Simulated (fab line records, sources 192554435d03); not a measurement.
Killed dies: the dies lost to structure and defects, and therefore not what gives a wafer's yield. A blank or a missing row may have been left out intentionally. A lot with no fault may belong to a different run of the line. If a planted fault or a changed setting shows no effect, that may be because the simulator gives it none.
fab line records | flow n5-finfet
record: lots: 6 wafers: 17 last-day: 20
route steps=1938 shown BEOL_M6@1239 PASSIVATION@1936
lots with no fault: from the same line, run without faults
start-h: hours from the record's opening day to when the first of the lot's shown wafers began | wait-h: hours elapsed since this lot's preceding step | " as in the row above | L1.1+2: several wafers, shown together as one row | - no value, or no start given | * or withheld: withheld | < > ~ a bound
route shown NAME@n: a module of which the file shows steps, and the number in the route of the first | usual: mean/standard deviation of fault-free wafers | same: alike in all rows | chamber/n: place in a boat | sites: the reading at each site | _std_site: the standard deviation of these | _edge_site: the outer-site mean with the inner-site mean subtracted | radius-mm: how far each site lies from the wafer's centre | mask NAME#n: copy n | behind: the last tool/chamber to shape the wafer | hold: why the lot went on hold/how many hours it stayed there/how the hold came to an end | device: transistor that didn't switch, given as n, p or np | end of line: the tests these same wafers got at the end of their route | step lacking rows: just its recipe | killed: the dies lost at the first sort to structure and to defects; this is not the yield of the wafer | map: the dies of a wafer, with x for killed, . for not killed, _ for no die there
set.NAME: the run value of the setting; set.NAME@STEP: its run value at that earlier step | model.NAME: the simulator's own value behind a step, which no gauge read
lots seen at some steps along the route; tables by step, rows by wafer
services: from which hour (start-h, from the record's first day; less than 0 if before it) a tool's chamber was out of use, for how many hours, and why
== steps ==
step: N5_BEOL_M6_TRENCH_ETCH_37
recipe: chemistry: C4F6/O2 target-depth-a: 944.35 target: SiCOH_lowk time-s: 31.5 ion-energy-ev: 250 pressure-mtorr: 30 source-w: 345 bias-w: 185 Ar_flow_sccm: 300 C4F6_flow_sccm: 10 O2_flow_sccm: 10
usual: drypump-motor-current-A: 5.6/0.54 oes-product-au: 0.81/0.077 rf-vpp-V: 668/6.5 showerhead-plenum-p-Torr: 2.89/0.11 throttle-valve-pct: 20.90/0.22
columns lot.wafer tool chamber start-h wait-h drypump-motor-current-A oes-product-au rf-hours-counter-h rf-vpp-V showerhead-plenum-p-Torr throttle-valve-pct
L338.2 rie-diel-03 0 - - 5.5 0.96 15 663 2.78 20.54
L338.3 " 1 " " 6.5 0.84 78 674 3.00 20.90
L338.6 " 3 " " 4.8 0.71 - 671 2.93 21.25
L344.2 rie-diel-01 3 - - 6.3 0.86 53 658 2.79 20.99
L344.3 " 2 " " 5.3 0.88 42 672 3.01 20.83
L344.6 " 1 " " 5.1 0.85 - 679 3.01 20.92
L347.1 rie-diel-01 3 - - 6.3 0.85 63 658 2.78 21.02
L347.4 " 2 " " 5.3 0.86 53 672 3.01 20.85
L347.6 " 2 " " 5.3 0.86 - 670 3.01 20.85
L348.1 rie-diel-04 0 - - 5.3 0.84 79 681 2.77 20.87
L348.6 " 2 " " 6.1 0.77 - 658 2.85 20.76
L359.1 rie-diel-01 2 - - 5.3 0.82 86 671 2.99 20.90
L359.3 " 3 " " 6.3 0.81 94 656 2.77 21.06
L359.5 " 3 " " 6.3 0.80 - 658 2.77 21.06
L360.3 rie-diel-03 0 - - 5.5 0.87 67 663 2.76 20.62
L360.4 " 1 " " 6.5 0.79 129 674 2.97 20.98
L360.6 " 0 " " 5.5 0.87 - 663 2.76 20.61
step: N5_BEOL_M6_ETCH_41
recipe: chemistry: CH3F/O2 target: SiCN target-depth-a: 297 taper-deg: 2 time-s: 52 ion-energy-ev: 120 mask-material: TiN pressure-mtorr: 30 source-w: 395 bias-w: 75 Ar_flow_sccm: 150 CH3F_flow_sccm: 30 O2_flow_sccm: 20
step: N5_BEOL_M6_STRIP_80
recipe: chemistry: N2/H2 time-s: 10 power-w: 450 temp-c: 40 pressure-mtorr: 20 rf-frequency-hz: 6e+07 bias-power-w: 7 n2-flow-sccm: 200 h2-flow-sccm: 200
usual: drypump-motor-current-A: 5.6/0.54 oes-product-au: 0.81/0.076 rf-vpp-V: 59.3/0.83 showerhead-plenum-p-Torr: 2.58/0.1 throttle-valve-pct: 23.65/0.28
columns lot.wafer tool chamber start-h wait-h drypump-motor-current-A oes-product-au rf-hours-counter-h rf-vpp-V showerhead-plenum-p-Torr throttle-valve-pct
L338.2 rie-diel-03 0 - - 5.5 0.95 15 58.6 2.48 23.15
L338.3 " 1 " " 6.5 0.84 78 60.1 2.69 23.71
L338.6 " 3 " " 4.9 0.71 - 60.4 2.61 24.14
L344.2 rie-diel-01 3 - - 6.3 0.86 53 59.8 2.48 23.81
L344.3 " 2 " " 5.3 0.88 42 58.8 2.69 23.52
L344.6 " 1 " " 5.1 0.85 - 59.6 2.69 23.59
L347.1 rie-diel-01 3 - - 6.3 0.84 63 58.2 2.47 23.81
L347.4 " 2 " " 5.3 0.86 53 60.8 2.69 23.55
L347.6 " 2 " " 5.3 0.86 - 59.3 2.69 23.53
L348.1 rie-diel-04 0 - - 5.3 0.83 79 58.5 2.47 23.64
L348.6 " 2 " " 6.1 0.76 - 58.9 2.54 23.41
L359.1 rie-diel-01 2 - - 5.4 0.82 86 58.9 2.67 23.57
L359.3 " 3 " " 6.3 0.80 94 58.1 2.46 23.84
L359.5 " 3 " " 6.3 0.80 - 59.3 2.46 23.86
L360.3 rie-diel-03 0 - - 5.5 0.86 67 58.7 2.46 23.23
L360.4 " 1 " " 6.5 0.79 129 58.9 2.66 23.80
L360.6 " 0 " " 5.5 0.85 - 58.8 2.46 23.23
step: N5_BEOL_M6_OCD_MEAS_38
usual: trench-depth-nm: 94.8/1.3
columns lot.wafer tool chamber start-h wait-h trench-depth-nm
L338.2 ocd-02 - 222.89 - 96.1
L338.3 " - " " 97.3
L338.6 " - " " 93.7
L344.2 ocd-01 - 246.66 - 96.7
L344.3 " - " " 95.3
L344.6 " - " " 95.3
L347.1 ocd-01 - 282.45 - 95.8
L347.4 " - " " 95.5
L347.6 " - " " 95.2
L348.1 ocd-01 - 292.35 - 94.9
L348.6 " - " " 96.2
L359.1 ocd-02 - 362.57 - 94.7
L359.3 " - " " 95.5
L359.5 " - " " 95.7
L360.3 ocd-01 - 367.42 - 95.7
L360.4 " - " " 95.3
L360.6 " - " " 96.2
step: N5_BEOL_M6_HM_STRIP_39
recipe: chemistry: peroxide-tin-strip material: TiN target-depth-a: 250 temp-c: 50 time-s: 158
step: N5_BEOL_M6_SRD_40
recipe: time-s: 30 temp-c: 23 rinse-liquid: diw dry: ipa-marangoni
step: N5_BEOL_M6_PRECLEAN_42
recipe: chemistry: residue-remover time-s: 60 temp-c: 40
step: N5_BEOL_M6_SRD_43
recipe: time-s: 30 temp-c: 23 rinse-liquid: diw dry: ipa-marangoni
step: N5_BEOL_M6_CD_MEAS_35
recipe: target-cd-nm: 40 target-cd-y-nm: 28 polarity: opening
usual: cd-nm: 40.2/0.55
columns lot.wafer tool chamber start-h wait-h cd-nm
L338.2 cd-sem-03 - 223.09 0.0 40.2
L338.3 " - " " 39.8
L338.6 " - " " 39.8
L344.2 cd-sem-01 - 246.81 0.0 40.6
L344.3 " - " " 39.9
L344.6 " - " " 40.6
L347.1 cd-sem-01 - 282.60 0.0 39.6
L347.4 " - " " 40.2
L347.6 " - " " 39.8
L348.1 cd-sem-03 - 292.60 0.0 39.8
L348.6 " - " " 40.6
L359.1 cd-sem-01 - 362.72 0.0 40.3
L359.3 " - " " 40.8
L359.5 " - " " 40.6
L360.3 cd-sem-02 - 367.58 0.0 40.8
L360.4 " - " " 40.1
L360.6 " - " " 40.7
step: N5_BEOL_M6_CURE_75
recipe: temp-c: 370 time-s: 120 ambient: DMADMS/He material: SiCOH_lowk
step: N5_BEOL_M6_DEGAS_44
recipe: ambient: vacuum temp-c: 250 time-s: 60
usual: heater-power-w: 331/20
columns lot.wafer tool chamber start-h wait-h heater-power-w
L338.2 pvd-sputter-02 - 225.45 2.0 359
L338.3 " - " " 324
L338.6 " - " " 361
L344.2 pvd-sputter-03 - 247.17 0.2 355
L344.3 " - " " 300
L344.6 " - " " 328
L347.1 pvd-sputter-03 - 283.13 0.4 333
L347.4 " - " " 345
L347.6 " - " " 319
L348.1 pvd-sputter-01 - 294.27 1.6 296
L348.6 " - " " 339
L359.1 pvd-sputter-02 - 363.45 0.6 324
L359.3 " - " " 349
L359.5 " - " " 351
L360.3 pvd-sputter-01 - 367.98 0.2 340
L360.4 " - " " 341
L360.6 " - " " 338
step: N5_BEOL_M6_PRE_CLEAN_45
recipe: gas: H2/He time-s: 30 temp-c: 250
usual: heater-power-w: 331/20
columns lot.wafer tool chamber start-h wait-h heater-power-w
L338.2 pvd-sputter-02 - 225.49 0.0 346
L338.3 " - " " 315
L338.6 " - " " 355
L344.2 pvd-sputter-03 - 247.21 0.0 362
L344.3 " - " " 300
L344.6 " - " " 324
L347.1 pvd-sputter-03 - 283.17 0.0 327
L347.4 " - " " 352
L347.6 " - " " 334
L348.1 pvd-sputter-01 - 294.31 0.0 286
L348.6 " - " " 337
L359.1 pvd-sputter-02 - 363.49 0.0 321
L359.3 " - " " 354
L359.5 " - " " 342
L360.3 pvd-sputter-01 - 368.02 0.0 341
L360.4 " - " " 346
L360.6 " - " " 338
step: N5_BEOL_M6_ALD_77
recipe: material: TaN target-thk-a: 20 temp-c: 275 ald-precursor-family: PDMAT ald-co-reactant: NH3 pressure-torr: 3 carrier-flow-sccm: 1500 pulse-time-s: 2 purge-time-s: 3 co-reactant-purge-time-s: 2 co-reactant-pulse-time-s: 3 ald-cycles: 40 precursor-vessel-temp-c: 75 precursor-vessel-pressure-torr: 26.25 precursor-vessel-carrier-sccm: 1000
usual: ald-cycles: 40/0 heater-power-w: 425/39
same: purge-time-s: 3
columns lot.wafer tool chamber start-h wait-h ald-cycles heater-power-w model.TaN_of_BEOL_M6_ALD_77.thk-nm
L338.2 ald-metal-02 1 225.55 0.0 40 441 2
L338.3 " 3 " " 40 469 2
L338.6 " 1 " " 40 434 2
L344.2 ald-metal-01 1 247.29 0.1 40 409 2
L344.3 " 2 " " 40 468 2
L344.6 " 1 " " 40 427 2
L347.1 ald-metal-01 0 283.23 0.0 52 400 2.6
L347.4 " 1 " " 40 421 2
L347.6 " 1 " " 52 417 2.6
L348.1 ald-metal-01 1 294.49 0.2 52 420 2.6
L348.6 " 3 " " 52 396 2.6
L359.1 ald-metal-03 2 363.55 0.0 40 325 2
L359.3 " 0 " " 40 384 2
L359.5 " 1 " " 40 451 2
L360.3 ald-metal-01 2 368.08 0.0 40 468 2
L360.4 " 1 " " 40 412 2
L360.6 " 1 " " 40 418 2
step: N5_BEOL_M6_SURFACE_TREAT_79
recipe: gas: Ar time-s: * ion-energy-ev: * ion-current-ma-cm2: 0.5 pressure-mtorr: * ar-flow-sccm: 30
usual: throttle-valve-pct: *
columns lot.wafer tool chamber start-h wait-h throttle-valve-pct
L338.2 pvd-sputter-01 - 225.86 0.2 *
L338.3 " - " " *
L338.6 " - " " *
L344.2 pvd-sputter-03 - 247.77 0.4 *
L344.3 " - " " *
L344.6 " - " " *
L347.1 pvd-sputter-02 - 283.74 0.4 *
L347.4 " - " " *
L347.6 " - " " *
L348.1 pvd-sputter-01 - 294.79 0.2 *
L348.6 " - " " *
L359.1 pvd-sputter-02 - 363.91 0.2 *
L359.3 " - " " *
L359.5 " - " " *
L360.3 pvd-sputter-01 - 368.37 0.2 *
L360.4 " - " " *
L360.6 " - " " *
step: N5_PASSIVATION_PROBE_49
usual: defect-limited-yield: 91.1/1.5 killed_at_M0_to_M3: 36/11 killed_at_M4_up: 14/5.6 killed-at-contacts: 11/5.6 killed-at-front-end: 40/12 killed-at-other: 4/3.2 killed-dies: 105/17 killed-open: 69/12 killed-short: 34/8.4 sort_bin_5_function: 5.2/0.95 sort_bin_6_memory: 3.3/0.63 sort-n-pass: 1075/17 sort-yield-pct: 91.1/1.5
same: gross-dies: 1180 killed-at-back-side: 0 sort_bin_4_leakage[%]: 0 sort_bin_8_speed[%]: 0
columns lot.wafer tool chamber start-h wait-h defect-limited-yield[%] killed_at_M0_to_M3 killed_at_M4_up killed-at-contacts killed-at-front-end killed-at-other killed-dies killed-open killed-short sort_bin_5_function[%] sort_bin_6_memory[%] sort-n-pass sort-yield-pct[%]
L338.2 prober-01 - 324.12 0.1 89.3 46 22 15 38 5 126 84 37 6.1 4.3 1054 89.3
L338.3 prober-01 - 324.17 0.1 89.7 51 13 10 43 4 121 79 41 5.7 4.2 1059 89.7
L338.6 prober-01 - 324.32 0.3 89.3 53 11 5 52 5 126 87 36 7.0 3.3 1054 89.3
L344.2 prober-01 - 343.26 0.1 90.2 31 13 16 49 7 116 76 37 5.4 3.9 1064 90.2
L344.3 prober-01 - 343.31 0.1 91.2 33 13 12 42 4 104 69 32 5.1 3.4 1076 91.2
L344.6 prober-01 - 343.46 0.3 91.7 25 11 17 35 10 98 73 23 5.1 3.1 1082 91.7
L347.1 prober-01 - 367.42 0.0 90.2 33 23 11 46 3 116 72 43 5.8 3.5 1064 90.2
L347.4 prober-01 - 367.57 0.2 90.4 64 11 6 27 5 113 77 36 5.3 4.2 1067 90.4
L347.6 prober-01 - 367.67 0.3 94.1 35 7 7 20 1 70 55 14 3.1 2.5 1110 94.1
L348.1 prober-01 - 383.39 0.0 90.5 33 7 3 65 4 112 77 33 5.3 3.6 1068 90.5
L348.6 prober-01 - 383.64 0.3 93.0 26 15 5 31 6 83 52 31 4.0 2.9 1097 93.0
L359.1 prober-01 - 443.28 0.0 88.6 40 20 17 55 2 134 98 34 7.2 3.9 1046 88.6
L359.3 prober-01 - 443.38 0.1 88.5 37 18 34 45 2 136 75 57 5.8 4.7 1044 88.5
L359.5 prober-01 - 443.48 0.2 91.8 34 13 10 39 1 97 62 34 4.6 3.4 1083 91.8
L360.3 prober-01 - 468.58 0.1 91.5 40 18 9 31 2 100 75 21 5.2 3.1 1080 91.5
L360.4 prober-01 - 468.63 0.2 90.5 64 15 4 25 4 112 68 42 5.2 3.9 1068 90.5
L360.6 prober-01 - 468.73 0.3 87.0 71 16 16 41 9 153 108 45 8.1 4.4 1027 87.0
killed by level:class
L338.2 MOL_CONTACT_COAG:geometric-particle:open=13 BEOL_M2:geometric-particle:open=10 BEOL_M0_SAQP:geometric-particle:open=10 BEOL_M0_SAQP:geometric-particle:short=8 DUMMY_GATE:geometric-particle:open=7 FIN_SAQP:geometric-particle:open=6 FIN_SAQP:geometric-particle:short=6 BEOL_M4:geometric-particle:open=6
L338.3 FIN_SAQP:geometric-particle:short=10 MOL_CONTACT_COAG:geometric-particle:open=9 BEOL_M3:geometric-particle:open=8 BEOL_M0_SAQP:geometric-particle:short=8 BEOL_M2:geometric-particle:open=8 BEOL_M4:geometric-particle:open=8 STI_FIN_REVEAL:geometric-particle:open=7 DUMMY_GATE:geometric-particle:open=7
L338.6 FIN_SAQP:geometric-particle:open=17 BEOL_M2:geometric-particle:open=12 FIN_SAQP:geometric-particle:short=11 BEOL_M3:geometric-particle:open=11 BEOL_M0_SAQP:geometric-particle:open=9 BEOL_M0_SAQP:geometric-particle:short=7 MOL_CONTACT_COAG:geometric-particle:open=5 DUMMY_GATE:geometric-particle:open=4
L344.2 FIN_SAQP:geometric-particle:open=13 MOL_CONTACT_COAG:geometric-particle:open=11 STI_FIN_REVEAL:geometric-particle:open=10 GATE_CUT:geometric-particle:short=8 BEOL_M2:geometric-particle:open=8 BEOL_M0_SAQP:geometric-particle:open=6 BEOL_M5:geometric-particle:open=6 MOL_CONTACT_COAG:geometric-particle:short=5
L344.3 FIN_SAQP:geometric-particle:open=20 BEOL_M0_SAQP:geometric-particle:short=10 MOL_CONTACT_COAG:geometric-particle:open=9 BEOL_M2:geometric-particle:open=9 FIN_SAQP:geometric-particle:short=7 GATE_CUT:geometric-particle:short=4 GATE_CUT:geometric-particle:open=4 BEOL_M0_SAQP:geometric-particle:open=4
L344.6 MOL_CONTACT_COAG:geometric-particle:open=15 FIN_SAQP:geometric-particle:open=8 STI_FIN_REVEAL:geometric-particle:open=7 BEOL_M2:geometric-particle:open=7 BEOL_M5:geometric-particle:open=7 FIN_SAQP:geometric-particle:short=6 BEOL_M0_SAQP:geometric-particle:open=5 BEOL_M3:geometric-particle:open=5
L347.1 FIN_SAQP:geometric-particle:short=12 MOL_CONTACT_COAG:geometric-particle:open=10 FIN_SAQP:geometric-particle:open=9 BEOL_M3:geometric-particle:open=9 BEOL_M0_SAQP:geometric-particle:short=7 BEOL_M4:geometric-particle:open=7 BEOL_M2:geometric-particle:open=6 BEOL_M4:geometric-particle:short=5
L347.4 BEOL_M3:geometric-particle:open=13 BEOL_M2:geometric-particle:open=12 BEOL_M1:geometric-particle:open=10 BEOL_M0_SAQP:geometric-particle:short=10 FIN_SAQP:geometric-particle:open=9 FIN_SAQP:geometric-particle:short=8 BEOL_M0_SAQP:geometric-particle:open=6 MOL_CONTACT_COAG:geometric-particle:open=5
L347.6 BEOL_M1:geometric-particle:open=10 BEOL_M2:geometric-particle:open=8 MOL_CONTACT_COAG:geometric-particle:open=7 STARTING-WAFER:geometric-particle:open=5 BEOL_M0:geometric-particle:open=4 BEOL_M3:geometric-particle:open=4 FIN_CUT:geometric-particle:open=3 BEOL_M0_SAQP:geometric-particle:short=3
L348.1 STI_FIN_REVEAL:geometric-particle:open=21 FIN_SAQP:geometric-particle:open=15 FIN_SAQP:geometric-particle:short=9 BEOL_M0:geometric-particle:open=7 BEOL_M3:geometric-particle:open=7 BEOL_M2:geometric-particle:short=5 STARTING-WAFER:geometric-particle:short=5 BEOL_M0_SAQP:geometric-particle:short=4
L348.6 FIN_SAQP:geometric-particle:short=7 BEOL_M5:geometric-particle:open=6 FIN_SAQP:geometric-particle:open=5 STI_FIN_REVEAL:geometric-particle:open=5 BEOL_M1:geometric-particle:open=5 BEOL_M0_SAQP:geometric-particle:open=4 BEOL_M3:geometric-particle:open=4 BEOL_M1:geometric-particle:short=3
L359.1 FIN_SAQP:geometric-particle:open=21 MOL_CONTACT_COAG:geometric-particle:open=14 BEOL_M4:geometric-particle:open=13 BEOL_M0_SAQP:geometric-particle:open=12 BEOL_M0_SAQP:geometric-particle:short=9 BEOL_M2:geometric-particle:open=7 FIN_SAQP:geometric-particle:short=6 DUMMY_GATE:geometric-particle:open=6
L359.3 MOL_CONTACT_COAG:geometric-particle:open=24 BEOL_M4:geometric-particle:open=13 STI_FIN_REVEAL:geometric-particle:open=12 FIN_SAQP:geometric-particle:short=10 BEOL_M0_SAQP:geometric-particle:short=10 MOL_CONTACT_COAG:geometric-particle:short=10 BEOL_M0_SAQP:geometric-particle:open=7 STARTING-WAFER:geometric-particle:short=5
L359.5 MOL_CONTACT_COAG:geometric-particle:open=10 FIN_SAQP:geometric-particle:open=9 FIN_SAQP:geometric-particle:short=9 BEOL_M0_SAQP:geometric-particle:open=9 BEOL_M0_SAQP:geometric-particle:short=8 BEOL_M4:geometric-particle:open=7 STI_FIN_REVEAL:geometric-particle:open=6 BEOL_M1:geometric-particle:open=4
L360.3 BEOL_M0_SAQP:geometric-particle:open=11 FIN_SAQP:geometric-particle:open=8 MOL_CONTACT_COAG:geometric-particle:open=8 BEOL_M2:geometric-particle:open=8 BEOL_M4:geometric-particle:open=7 BEOL_M0_SAQP:geometric-particle:short=5 BEOL_M3:geometric-particle:open=5 BEOL_M8:geometric-particle:open=5
L360.4 BEOL_M0_SAQP:geometric-particle:short=15 BEOL_M2:geometric-particle:open=12 BEOL_M0_SAQP:geometric-particle:open=9 BEOL_M3:geometric-particle:open=8 STI_FIN_REVEAL:geometric-particle:open=5 BEOL_M1:geometric-particle:open=5 BEOL_M4:geometric-particle:open=5 FIN_SAQP:geometric-particle:open=4
L360.6 BEOL_M2:geometric-particle:open=15 MOL_CONTACT_COAG:geometric-particle:open=14 BEOL_M3:geometric-particle:open=14 BEOL_M0_SAQP:geometric-particle:short=12 BEOL_M0_SAQP:geometric-particle:open=11 FIN_SAQP:geometric-particle:open=9 BEOL_M1:geometric-particle:open=9 FIN_SAQP:geometric-particle:short=6
== services ==
columns tool chamber start-h hours kind
ald-metal-03 1 216.19 3.5 repair
ald-metal-01 3 230.30 46.8 repair
rie-diel-01 0 264.71 3.7 repair
ald-metal-03 2 279.44 5.9 repair
rie-diel-04 1 294.03 23.1 repair
pvd-sputter-02 - 295.39 5.2 repair
rie-diel-03 2 313.71 - clean
rie-diel-03 2 313.71 - consumable-replace:focus-ring
rie-diel-03 2 313.71 - consumable-replace:showerhead
rie-diel-03 2 313.71 17.9 scheduled-down
rie-diel-03 2 313.71 17.9 vent-cycle
rie-diel-03 3 331.61 - clean
rie-diel-03 3 331.61 - consumable-replace:focus-ring
rie-diel-03 3 331.61 20.4 scheduled-down
rie-diel-03 3 331.61 20.4 vent-cycle
ald-metal-03 - 337.57 14.0 pm
ald-metal-03 0 337.57 14.0 vent-cycle
ald-metal-03 1 337.57 14.0 vent-cycle
ald-metal-03 2 337.57 14.0 vent-cycle
ald-metal-03 3 337.57 14.0 vent-cycle
ald-metal-03 0 351.57 - clean
rie-diel-03 - 353.27 4.3 pm
ald-metal-02 1 360.37 25.1 repair
pvd-sputter-02 - 366.81 8.6 repair
== key ==
first-sign: step: N5_BEOL_M6_ALD_77 reading: ald-cycles direction: up sigmas: 99+ usual: * struck: *
effect none on later readings
model-effect: step: N5_BEOL_M6_ALD_77 value: TaN_of_BEOL_M6_ALD_77.thk-nm without: 2 struck: 2.6
met-at N5_BEOL_M6_ALD_77
struck-wafers L347.1,L347.6,L348.1,L348.6
onset-between 247.29 283.23
fault: kind: process-parameter-drift tool: ald-metal-01 chamber: - onset-h: 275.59 steps: N5_BEOL_M6_ALD_77 channel: ald-cycles offset: * shape: step end-h: 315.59 scope: struck-wafers-only acts-in: * stated: *
